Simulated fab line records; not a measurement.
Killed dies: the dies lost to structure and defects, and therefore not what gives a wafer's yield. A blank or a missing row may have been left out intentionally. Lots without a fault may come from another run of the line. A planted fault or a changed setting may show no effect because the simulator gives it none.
fab line records ; flow nand_harc
record lots=5; wafers=15; last_day=33
route steps=1302 shown A_CHANNEL_FILL_D1@508 A_DECK1_JOINT@518 A_ONON_D2@545 END@1302
lots that met no fault: taken from a fault-free run of the same line
start_h: hours from the record's opening day to when the first of the lot's shown wafers began ; wait_h: time in hours since the lot's previous step ; " the same as in the row above ; L1.1+2: a row that stands for several wafers ; - either no value or no given start ; * or withheld: withheld ; < > ~ a bound
route shown NAME@n: NAME is a module with steps in the file, n the number in the route of the first one ; usual: the fault-free wafers' mean and standard deviation ; same: alike in all rows ; chamber/n: place in a boat ; sites: each site's reading ; _std_site: how widely they spread, as a standard deviation ; _edge_site: inner sites' mean taken away from outer sites' mean ; radius_mm: how far each site lies from the wafer's centre ; mask NAME#n: copy n ; behind: tool/chamber where the wafer was last shaped ; hold: why the lot was held/for how many hours/how that ended ; device: the n, p or np transistor that did not switch ; end of line: at the end of the route, the tests of the same wafers ; where a step has no rows: the recipe by itself ; killed: dies lost to structure and defects at the first sort, not the wafer's yield ; map: the dies of a wafer, with x for killed, . for not killed, _ for no die there
set.NAME: the run value of the setting; set.NAME@STEP: its run value at that earlier step ; model.NAME: the simulator's own value behind a step, which no gauge read
certain route steps with their lots: each step a table, each wafer a row
services: the hour from which a tool's chamber was out of use, counted from the record's first day as start_h (under 0 if before that day), plus the number of hours and why
## steps
# step NHARC_A_CHANNEL_FILL_D1_ETCHBACK_08
# recipe target_depth_a=2200; time_s=110; c4f8_flow_sccm=20; ar_flow_sccm=withheld; rf_w=600; bias_w=300; chemistry=C4F8
# usual oes_product_au=0.95/0.036; rf_vpp_V=439.2/2.6
# same time_s=110
lot.wafer;tool;chamber;start_h;wait_h;oes_product_au;rf_hours_counter_h;rf_vpp_V
L968.3;rie_diel-01;2;-;-;1.01;3.2;440.6
L968.2;rie_diel-01;3;-;-;1.02;1.9;444.8
L968.5;rie_diel-01;0;-;-;1.01;-;438.0
L976.2;rie_diel-07;1;-;-;0.91;1.7;439.6
L976.1;rie_diel-07;2;-;-;0.92;1.9;436.6
L976.3;rie_diel-07;3;-;-;0.93;2.0;443.9
L977.2;rie_diel-07;0;-;-;0.92;2.6;439.5
L977.1;rie_diel-07;2;-;-;0.90;2.3;437.0
L977.4;rie_diel-07;3;-;-;0.92;2.6;443.8
L987.1;rie_diel-08;3;-;-;0.94;3.2;437.5
L987.2;rie_diel-08;0;-;-;0.92;3.1;435.0
L987.6;rie_diel-08;3;-;-;0.93;-;436.7
L988.1;rie_diel-01;2;-;-;1.02;5.4;438.6
L988.2;rie_diel-01;3;-;-;1.01;4.6;444.0
L988.3;rie_diel-01;0;-;-;1.00;5.6;439.0
# step NHARC_A_CHANNEL_FILL_D1_STRIP_29
# recipe time_s=20; o2_flow_sccm=500; ar_flow_sccm=0; bias_w=0; chemistry=O2
# usual drypump_motor_current_A=5.8/0.46; oes_product_au=0.999/0.011; rf_vpp_V=57.6/0.89; showerhead_plenum_p_Torr=3.44/0.14; throttle_valve_pct=17.038/0.009
# same time_s=20
lot.wafer;tool;chamber;start_h;wait_h;drypump_motor_current_A;oes_product_au;rf_hours_counter_h;rf_vpp_V;showerhead_plenum_p_Torr;throttle_valve_pct
L968.3;rie_diel-01;1;-;-;6.6;0.998;3.0;58.9;3.44;17.048
L968.2;rie_diel-01;2;-;-;4.9;1.001;3.2;56.8;3.43;17.038
L968.5;rie_diel-01;0;-;-;5.8;1.009;-;57.3;3.41;17.034
L976.2;rie_diel-07;1;-;-;6.5;0.978;1.7;57.6;3.40;17.043
L976.1;rie_diel-07;2;-;-;5.7;0.998;1.9;57.1;3.37;17.034
L976.3;rie_diel-07;0;-;-;5.9;0.999;1.9;57.8;3.46;17.031
L977.4;rie_diel-07;2;-;-;5.6;0.997;2.4;57.9;3.37;17.039
L977.1;rie_diel-07;3;-;-;5.3;0.995;2.7;59.2;3.76;17.040
L977.2;rie_diel-07;0;-;-;5.9;1.005;2.6;57.5;3.46;17.057
L987.1;rie_diel-08;3;-;-;5.4;1.007;3.2;56.8;3.32;17.038
L987.2;rie_diel-08;2;-;-;5.9;1.006;2.7;57.8;3.31;17.034
L987.6;rie_diel-08;0;-;-;6.0;1.002;-;57.3;3.29;17.032
L988.1;rie_diel-01;1;-;-;6.5;0.996;5.6;57.9;3.44;17.040
L988.3;rie_diel-01;2;-;-;4.9;1.010;5.5;57.1;3.42;17.027
L988.2;rie_diel-01;3;-;-;6.2;0.999;4.6;58.7;3.70;17.027
# step NHARC_A_CHANNEL_FILL_D1_PRECLEAN_30
# recipe time_s=30; chemistry=dHF
# step NHARC_A_CHANNEL_FILL_D1_SRD_31
# step NHARC_A_CHANNEL_FILL_D1_CVD_09
# recipe target_thk_a=1500; temp_c=620; pressure_mtorr=200; time_s=3000; material=poly-Si
# step NHARC_A_CHANNEL_FILL_D1_CMP_10
# recipe target_thk_nm=150
# step NHARC_A_CHANNEL_FILL_D1_SRD_12
# step NHARC_A_CHANNEL_FILL_D1_INSPECT_13
# usual raw_defect_count=357/160
lot.wafer;tool;chamber;start_h;wait_h;raw_defect_count
L968.2;defect_inspect-02;-;266.72;0.0;368
L968.3;defect_inspect-02;-;266.72;0.0;440
L968.5;defect_inspect-02;-;266.72;0.0;385
L976.1;defect_inspect-01;-;348.34;0.0;438
L976.2;defect_inspect-01;-;348.34;0.0;507
L976.3;defect_inspect-01;-;348.34;0.0;477
L977.1;defect_inspect-02;-;358.46;0.0;220
L977.2;defect_inspect-02;-;358.46;0.0;459
L977.4;defect_inspect-02;-;358.46;0.0;747
L987.1;defect_inspect-02;-;467.33;0.0;277
L987.2;defect_inspect-02;-;467.33;0.0;267
L987.6;defect_inspect-02;-;467.33;0.0;221
L988.1;defect_inspect-01;-;467.34;0.0;813
L988.2;defect_inspect-01;-;467.34;0.0;453
L988.3;defect_inspect-01;-;467.34;0.0;594
# step NHARC_A_DECK1_JOINT_ETCHBACK_07
# recipe target_depth_a=1050; time_s=26.9; hbr_flow_sccm=150; rf_w=350; icp_w=350; bias_w=60; chemistry=HBr
# usual drypump_motor_current_A=5.7/0.38; oes_product_au=1.004/0.011; throttle_valve_pct=23.267/0.009
# same time_s=26.9
lot.wafer;tool;chamber;start_h;wait_h;drypump_motor_current_A;oes_product_au;rf_hours_counter_h;throttle_valve_pct
L968.2;rie_si-06;1;266.78;0.1;5.8;0.984;0.1;23.264
L968.3;rie_si-06;3;266.78;0.1;5.8;1.023;0.1;23.277
L968.5;rie_si-06;1;266.78;0.1;5.8;0.983;-;23.268
L976.2;rie_si-01;1;348.40;0.1;5.0;0.985;0.9;23.269
L976.3;rie_si-01;2;348.40;0.1;5.5;1.009;0.9;23.263
L976.1;rie_si-01;0;348.40;0.1;6.5;1.013;0.8;23.274
L977.2;rie_si-04;2;358.53;0.1;5.5;1.027;0.0;23.272
L977.1;rie_si-04;3;358.53;0.1;6.0;0.999;0.0;23.258
L977.4;rie_si-04;1;358.53;0.1;5.6;0.992;0.0;23.265
L987.2;rie_si-01;2;467.39;0.1;5.5;0.993;0.5;23.269
L987.1;rie_si-01;0;467.39;0.1;6.5;0.998;0.5;23.271
L987.6;rie_si-01;2;467.39;0.1;5.5;0.989;-;23.268
L988.2;rie_si-04;3;467.40;0.1;6.0;1.003;0.9;23.259
L988.1;rie_si-04;1;467.40;0.1;5.5;0.999;0.9;23.259
L988.3;rie_si-04;2;467.40;0.1;5.5;1.019;1.0;23.274
# step NHARC_A_DECK1_JOINT_ETCH_25
# recipe target_depth_a=5; chemistry=dHF; material=SiO2
# step NHARC_A_DECK1_JOINT_ETCH_19
# recipe temp_c=25; target_depth_a=30; chemistry=TMAH; material=poly-Si
lot.wafer;tool;chamber;start_h;wait_h
L968.3+2+5;wet_bench-07;6,7,1;266.97;0.0
L976.2+3+1;wet_bench-07;5,6,0;348.59;0.0
L977.2+4+1;wet_bench-02;4,5,0;358.71;0.0
L988.1+2+3;wet_bench-01;0,3,5;467.58;0.0
L987.1+2+6;wet_bench-02;1,2,3;467.61;0.1
# step NHARC_A_DECK1_JOINT_ETCH_18
# recipe target_depth_a=30; chemistry=dHF; material=SiO2
# step NHARC_A_DECK1_JOINT_WET_08
# recipe temp_c=160; time_s=86; chemistry=H3PO4
# step NHARC_A_DECK1_JOINT_ETCH_09
# recipe target_depth_a=50; chemistry=dHF; material=SiO2
# step NHARC_A_DECK1_JOINT_WET_10
# recipe temp_c=160; time_s=86; chemistry=H3PO4
# step NHARC_A_DECK1_JOINT_ETCH_11
# recipe target_depth_a=350; chemistry=dHF; material=SiO2
# step NHARC_A_DECK1_JOINT_CVD_12
# recipe target_thk_a=900; temp_c=620; pressure_mtorr=200; time_s=1800; material=poly-Si
# step NHARC_A_DECK1_JOINT_CMP_13
# recipe target_thk_nm=51.023
# usual edge_zone_pressure_frac=1.000/0.0051; motor_current_A=12.1/1.4; time_to_endpoint_s=8.9/2.7
lot.wafer;tool;chamber;start_h;wait_h;edge_zone_pressure_frac;motor_current_A;time_to_endpoint_s
L968.2;cmp-04;0;277.07;0.4;1.001;11.4;9.2
L968.3;cmp-04;1;277.07;0.4;1.005;13.1;5.6
L968.5;cmp-04;3;277.07;0.4;0.990;11.8;5.7
L976.1;cmp-04;1;358.97;0.4;1.004;13.2;7.7
L976.2;cmp-04;2;358.97;0.4;1.002;11.4;9.5
L976.3;cmp-04;0;358.97;0.4;1.009;12.3;14.4
L977.4;cmp-01;3;369.95;0.4;0.997;12.0;8.5
L977.2;cmp-01;0;369.95;0.4;1.001;11.6;11.4
L977.1;cmp-01;2;369.95;0.4;0.994;10.8;9.5
L987.1;cmp-04;2;479.01;0.4;0.994;12.0;12.5
L987.2;cmp-04;3;479.01;0.4;0.996;12.2;8.5
L987.6;cmp-04;1;479.01;0.4;1.001;12.6;7.9
L988.3;cmp-03;3;479.01;0.4;1.002;16.8;10.9
L988.2;cmp-03;0;479.01;0.4;1.005;11.8;8.4
L988.1;cmp-03;1;479.01;0.4;1.002;10.2;10.6
# step NHARC_A_DECK1_JOINT_THK_MEAS_14
# recipe thk_meas_gauge=ellipsometry
# usual thk_nm=50.6/1.6
lot.wafer;tool;chamber;start_h;wait_h;thk_nm
L968.2;film_metro-02;-;277.28;0.2;49.7
L968.3;film_metro-02;-;277.28;0.2;48.9
L968.5;film_metro-02;-;277.28;0.2;50.0
L976.1;film_metro-02;-;359.23;0.2;48.0
L976.2;film_metro-02;-;359.23;0.2;51.2
L976.3;film_metro-02;-;359.23;0.2;53.7
L977.1;film_metro-01;-;370.20;0.2;48.6
L977.2;film_metro-01;-;370.20;0.2;51.5
L977.4;film_metro-01;-;370.20;0.2;50.6
L987.1;film_metro-01;-;479.24;0.2;52.6
L987.2;film_metro-01;-;479.24;0.2;48.7
L987.6;film_metro-01;-;479.24;0.2;50.3
L988.1;film_metro-02;-;479.25;0.2;52.3
L988.2;film_metro-02;-;479.25;0.2;47.9
L988.3;film_metro-02;-;479.25;0.2;51.2
# step NHARC_A_DECK1_JOINT_SRD_04
# step NHARC_A_DECK1_JOINT_ETCHBACK_00
# recipe target_depth_a=300; time_s=17.4; hbr_flow_sccm=150; rf_w=350; icp_w=350; bias_w=60; chemistry=HBr
# usual drypump_motor_current_A=5.6/0.53; oes_product_au=1.002/0.011; throttle_valve_pct=23.265/0.0087
# same time_s=17.4
lot.wafer;tool;chamber;start_h;wait_h;drypump_motor_current_A;oes_product_au;rf_hours_counter_h;throttle_valve_pct
L968.3;rie_si-04;1;277.43;0.1;5.5;1.006;0.75;23.260
L968.2;rie_si-04;2;277.43;0.1;5.5;1.026;0.67;23.264
L968.5;rie_si-04;0;277.43;0.1;6.3;1.015;-;23.262
L976.1;rie_si-01;0;359.35;0.1;6.5;1.005;0.86;23.273
L976.2;rie_si-01;1;359.35;0.1;5.0;0.994;1.01;23.260
L976.3;rie_si-01;2;359.35;0.1;5.5;1.016;1.02;23.253
L977.1;rie_si-06;3;370.34;0.1;5.8;1.000;0.75;23.271
L977.2;rie_si-06;0;370.34;0.1;5.9;1.017;0.77;23.260
L977.4;rie_si-06;1;370.34;0.1;5.9;0.985;0.83;23.262
L988.1;rie_si-01;0;479.38;0.1;6.5;1.002;0.60;23.263
L988.3;rie_si-01;1;479.38;0.1;5.0;0.986;0.64;23.249
L988.2;rie_si-01;2;479.38;0.1;5.5;0.982;0.60;23.270
L987.2;rie_si-06;0;479.38;0.1;5.9;0.997;0.21;23.259
L987.1;rie_si-06;1;479.38;0.1;5.9;0.997;0.21;23.271
L987.6;rie_si-06;0;479.38;0.1;5.9;0.997;-;23.262
# step NHARC_A_DECK1_JOINT_PRECLEAN_30
# recipe time_s=*; temp_c=50; bath_age_min=0; chemistry=SC1
# step NHARC_A_DECK1_JOINT_SRD_31
# step NHARC_A_DECK1_JOINT_CVD_34
# recipe target_thk_a=200; temp_c=700; pressure_mtorr=300; material=SiNx
# step NHARC_A_DECK1_JOINT_DEP_06
# recipe target_thk_a=800; temp_c=65; material=SiOx
# step NHARC_A_DECK1_JOINT_CURE_26
# recipe temp_c=150; time_s=32; pressure_atm=0.395
# step NHARC_A_DECK1_JOINT_ANNEAL_27
# recipe temp_c=400; time_s=3600; idle_temp_c=300; ramp_up_c_per_min=10; densification_p_h2o_torr=640
# step NHARC_A_DECK1_JOINT_ANNEAL_28
# recipe temp_c=500; time_s=1800; idle_temp_c=400; ramp_up_c_per_min=10; densification_p_h2o_torr=640
# step NHARC_A_DECK1_JOINT_ANNEAL_29
# recipe temp_c=750; time_s=1800; idle_temp_c=500; ramp_up_c_per_min=10; ramp_down_c_per_min=3
# step NHARC_A_DECK1_JOINT_CMP_02
# recipe material=SiOx
# step NHARC_A_DECK1_JOINT_SRD_15
# step NHARC_A_DECK1_JOINT_DEP_16
# recipe target_thk_a=450; temp_c=400; pressure_torr=6.5; rf_w=900; teos_flow_sccm=161.4; flow_sccm=2650; target_thk_nm=45; gas=O2; material=SiO2
# step NHARC_A_DECK1_JOINT_THK_MEAS_17
# recipe thk_meas_gauge=ellipsometry
# usual thk_nm=45.1/1.3
lot.wafer;tool;chamber;start_h;wait_h;thk_nm
L968.2;film_metro-01;-;305.96;0.2;44.0
L968.3;film_metro-01;-;305.96;0.2;44.7
L968.5;film_metro-01;-;305.96;0.2;46.9
L976.1;film_metro-01;-;389.80;0.2;43.3
L976.2;film_metro-01;-;389.80;0.2;42.3
L976.3;film_metro-01;-;389.80;0.2;40.5
L977.1;film_metro-02;-;396.01;0.3;45.2
L977.2;film_metro-02;-;396.01;0.3;46.2
L977.4;film_metro-02;-;396.01;0.3;46.9
L988.1;film_metro-01;-;504.61;0.2;42.7
L988.2;film_metro-01;-;504.61;0.2;45.9
L988.3;film_metro-01;-;504.61;0.2;45.8
L987.1;film_metro-01;-;504.62;0.3;44.8
L987.2;film_metro-01;-;504.62;0.3;46.3
L987.6;film_metro-01;-;504.62;0.3;44.2
# step NHARC_A_ONON_D2_DEP_00
# recipe target_thk_a=10000; n2_flow_sccm=2750; n2o_flow_sccm=2000; nh3_flow_sccm=500; sih4_flow_sccm=210; temp_c=400
# step NHARC_A_ONON_D2_THK_MEAS_02
# recipe thk_meas_gauge=ellipsometry
# usual thk_nm=998/8.6
lot.wafer;tool;chamber;start_h;wait_h;thk_nm
L968.2;film_metro-02;-;306.57;-;999
L968.3;film_metro-02;-;306.57;-;999
L968.5;film_metro-02;-;306.57;-;1000
L976.1;film_metro-02;-;390.40;-;1007
L976.2;film_metro-02;-;390.40;-;1009
L976.3;film_metro-02;-;390.40;-;1006
L977.1;film_metro-02;-;396.62;-;1000
L977.2;film_metro-02;-;396.62;-;999
L977.4;film_metro-02;-;396.62;-;998
L988.1;film_metro-01;-;505.22;-;1008
L988.2;film_metro-01;-;505.22;-;1007
L988.3;film_metro-01;-;505.22;-;1009
L987.1;film_metro-01;-;505.25;-;999
L987.2;film_metro-01;-;505.25;-;997
L987.6;film_metro-01;-;505.25;-;997
# step NHARC_A_ONON_D2_DEP_03
# recipe target_thk_a=10000; n2_flow_sccm=2750; n2o_flow_sccm=2000; nh3_flow_sccm=500; sih4_flow_sccm=210; temp_c=400
# step NHARC_A_ONON_D2_THK_MEAS_05
# recipe thk_meas_gauge=ellipsometry
# usual thk_nm=1001/8.1
lot.wafer;tool;chamber;start_h;wait_h;thk_nm
L968.2;film_metro-01;-;307.14;-;1014
L968.3;film_metro-01;-;307.14;-;1013
L968.5;film_metro-01;-;307.14;-;1013
L976.1;film_metro-02;-;390.97;-;1013
L976.2;film_metro-02;-;390.97;-;1014
L976.3;film_metro-02;-;390.97;-;1013
L977.1;film_metro-02;-;397.19;-;1011
L977.2;film_metro-02;-;397.19;-;1010
L977.4;film_metro-02;-;397.19;-;1010
L988.1;film_metro-02;-;505.79;-;1007
L988.2;film_metro-02;-;505.79;-;1009
L988.3;film_metro-02;-;505.79;-;1006
L987.1;film_metro-01;-;505.82;-;1004
L987.2;film_metro-01;-;505.82;-;1003
L987.6;film_metro-01;-;505.82;-;1003
# step NHARC_A_ONON_D2_DEP_06
# recipe target_thk_a=10000; n2_flow_sccm=2750; n2o_flow_sccm=2000; nh3_flow_sccm=500; sih4_flow_sccm=210; temp_c=400
# step NHARC_END_SORT_01
# recipe temp_c=25
# usual killed_at_array=50/20; killed_at_other=1.2/1.5; killed_at_periphery=3.6/2.6; killed_dies=55/20; killed_open=3.4/2; killed_short=2.7/1.6
# same gross_dies=677
lot.wafer;tool;chamber;start_h;wait_h;killed_at_array;killed_at_other;killed_at_periphery;killed_dies;killed_open;killed_short
L987.1;prober-01;0;780.74;2.5;85;0;1;86;2;1
L987.2;prober-01;0;781.54;2.8;91;0;9;100;0;3
L987.6;prober-01;0;784.76;4.0;123;0;7;130;3;1
# killed by level:class
L987.1 A_DECK1_JOINT:unspecified=42 A_CHANNEL_HOLE_D1:chamber_film_flake=16 A_SLIT:chamber_film_flake=7 A_SGD_CUT:chamber_film_flake=7 A_STAIRCASE:chamber_film_flake=5 A_CONTACT:chamber_film_flake=4 P_CONTACT:geometric_particle:open=1 A_ONON_D1:geometric_particle:short=1
L987.2 A_DECK1_JOINT:unspecified=68 A_CHANNEL_HOLE_D1:chamber_film_flake=8 A_SLIT:chamber_film_flake=7 P_BONDPAD:chamber_film_flake=5 P_GATE:chamber_film_flake=3 A_STAIRCASE:chamber_film_flake=3 P_CONTACT:geometric_particle:short=1 A_ONON_D1:geometric_particle:short=1
L987.6 A_DECK1_JOINT:unspecified=96 A_CHANNEL_HOLE_D1:chamber_film_flake=6 P_BONDPAD:chamber_film_flake=5 A_SGD_CUT:chamber_film_flake=4 A_CONTACT:chamber_film_flake=4 A_STAIRCASE:chamber_film_flake=4 A_SLIT:chamber_film_flake=3 A_CHANNEL_HOLE_D2:chamber_film_flake=2
# map L987.6 (x killed, . not)
____________.____________
_________x......_________
_______xx.x.x....._______
______xx...........______
_____....x.........._____
____.................____
____.x...............____
___...................___
___.........x..x......___
__.....................__
__.....................__
_......................._
_......................._
_......................._
_......................._
_.................x....._
.......................x.
..............xxx..x.....
...........x.xxxxx.x.....
....x.......xxxxxxx..x...
...........xxxxxxxxx.xx..
_..........xxxxxxxxx...._
_..........xxxxxxxxxx..._
_.x...x.x.xxxxxxxxxx...._
_..........xxxxxxxxx.x.._
_.....x....xxxxxxxxx...._
__...........xxxxxxxx..__
__.....xx...xxxxxxxx...__
___...........xxxx.x..___
___.........x.x..x....___
____............x....____
____.....xxxx........____
_____..............._____
______.............______
_______.........x._______
_________.xx...._________
____________.____________
# map L977.2 (x killed, . not)
____________.____________
_________......._________
_______..........._______
______.............______
_____..............._____
____.................____
____.................____
___...................___
___...................___
__.....................__
__.....................__
_...x..................._
_......................._
_......................._
_......................._
_..................x..x._
.....................x...
..................x.xx...
.................xx.x..x.
....x.............x.xx...
...............x..x.xxxxx
_..................x..x._
_...................xx.._
_.......x.........x.xxx._
_...x..................x_
_.......x..............x_
__...................x.__
__.....................__
___............x.....x___
___..........x..x.....___
____..x..............____
____.................____
_____..............._____
______...x.........______
_______.x........._______
_________......._________
____________.____________
## services
tool;chamber;start_h;hours;kind
rie_si-06;-;249.00;9.0;pm
cmp-04;-;284.10;4.7;repair
rie_diel-07;3;291.53;15.1;repair
rie_diel-07;-;294.24;9.0;pm
cmp-04;-;315.89;1.5;repair
rie_diel-01;0;321.96;4.9;repair
cmp-04;-;324.19;4.0;pm
rie_si-04;0;325.36;26.2;repair
rie_diel-01;0;329.86;5.3;repair
cmp-04;-;337.83;2.2;repair
rie_si-04;-;342.00;9.0;pm
rie_diel-01;1;353.89;29.6;repair
rie_diel-01;3;356.31;2.8;repair
rie_diel-01;0;363.65;11.9;repair
rie_si-01;-;370.00;9.0;pm
rie_diel-01;-;381.04;9.0;pm
rie_diel-01;1;415.76;7.5;repair
rie_diel-01;3;424.62;11.4;repair
rie_diel-07;2;446.04;6.1;repair
rie_diel-07;-;446.50;0.3;repair
rie_diel-07;0;452.53;13.6;repair
rie_diel-07;-;471.24;9.0;pm
rie_si-01;1;474.46;3.6;repair
rie_si-01;-;475.84;0.4;repair
## key
first_sign step=NHARC_END_SORT_01; reading=killed_dies; direction=up; sigmas=2.5; usual=55; struck=105
effect step=NHARC_END_SORT_01; reading=killed_at_array; direction=up; sigmas=2.5; usual=50; struck=100
more_kills_born_at NHARC_A_DECK1_JOINT_ETCH_19@wet_bench-02=206
met_at NHARC_A_DECK1_JOINT_ETCH_19
struck_wafers L987.1,L987.2,L987.6
tester_left_out L987
onset_between 358.71 467.61
also_fits NHARC_A_CHANNEL_FILL_D1_ETCHBACK_08:rie_diel-08,NHARC_A_CHANNEL_FILL_D1_STRIP_29:rie_diel-08,NHARC_A_DECK1_JOINT_ETCHBACK_07:rie_si-01,NHARC_A_DECK1_JOINT_CMP_13:cmp-04
fault kind=chamber_particle_source; tool=wet_bench-02; chamber=-; onset_h=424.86; steps=NHARC_A_DECK1_JOINT_ETCH_19; rate_per_visit_cm2=1.5984; end_h=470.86
# tester_left_out: of these lots the tester's yield and bins aren't shown, on N5 and GAA mostly nor the transistor test; their killed dies are dies lost to structure and defects alone, not to doping, threshold or leakage, so they don't give the yield
